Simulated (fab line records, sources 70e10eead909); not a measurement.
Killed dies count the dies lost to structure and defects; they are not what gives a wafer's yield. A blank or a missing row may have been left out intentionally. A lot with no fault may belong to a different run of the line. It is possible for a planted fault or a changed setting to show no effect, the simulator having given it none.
Matching of chambers    flow nand-harc    NHARC_P_GATE_DESCUM_31 on rie-diel-05 has 4 sister chambers
The step chemistry O2, time 3 s. 8 wafers are shown with their chamber, then 10 later ones without.

== WAFERS PAIRED WITH THEIR CHAMBERS ==
wafer   chamber  drypump-motor-current-A (A)  oes-product-au (a.u.)
L076.5  2        5.5                          0.977
L084.3  0        5.8                          1.005
L084.5  2        5.5                          0.998
L088.1  1        5.3                          0.998
L088.4  0        5.8                          0.994
L088.6  3        6.1                          0.990
L093.2  3        6.2                          1.003
L093.4  1        5.3                          0.998

== WAFERS WITH NO CHAMBER GIVEN ==
wafer   drypump-motor-current-A (A)  oes-product-au (a.u.)
L093.5  5.5                          0.991
L094.1  5.5                          1.004
L094.3  6.2                          0.996
L094.4  5.8                          0.991
L096.1  6.2                          1.000
L096.3  5.5                          0.991
L096.6  5.3                          0.989
L097.1  5.5                          1.002
L097.2  5.3                          1.010
L097.5  5.3                          1.022

== EACH ONE'S CHAMBER ==
wafer   from the rows above  in truth
L093.5  2                    2
L094.1  2                    2
L094.3  3                    3
L094.4  0                    0
L096.1  3                    3
L096.3  2                    2
L096.6  1                    1
L097.1  2                    2
L097.2  1                    1
L097.5  1                    1
Placed correctly: 10 of 10. From these rows, 0 cannot be placed. 0 placed wrongly.
How it was worked out, from the rows above alone: a wafer's distance from a chamber is the root of the sum, over the readings, of the square of ((its reading less the chamber's mean) divided by the reading's scatter). The wafer belongs to the nearest chamber; if the next one is less than 2 further off, it can't be placed. A chamber's mean is the mean of its shown wafers. The scatter: take each reading less its chamber's mean, square it, sum over the shown wafers, divide by the number of wafers less the number of chambers, and take the root.
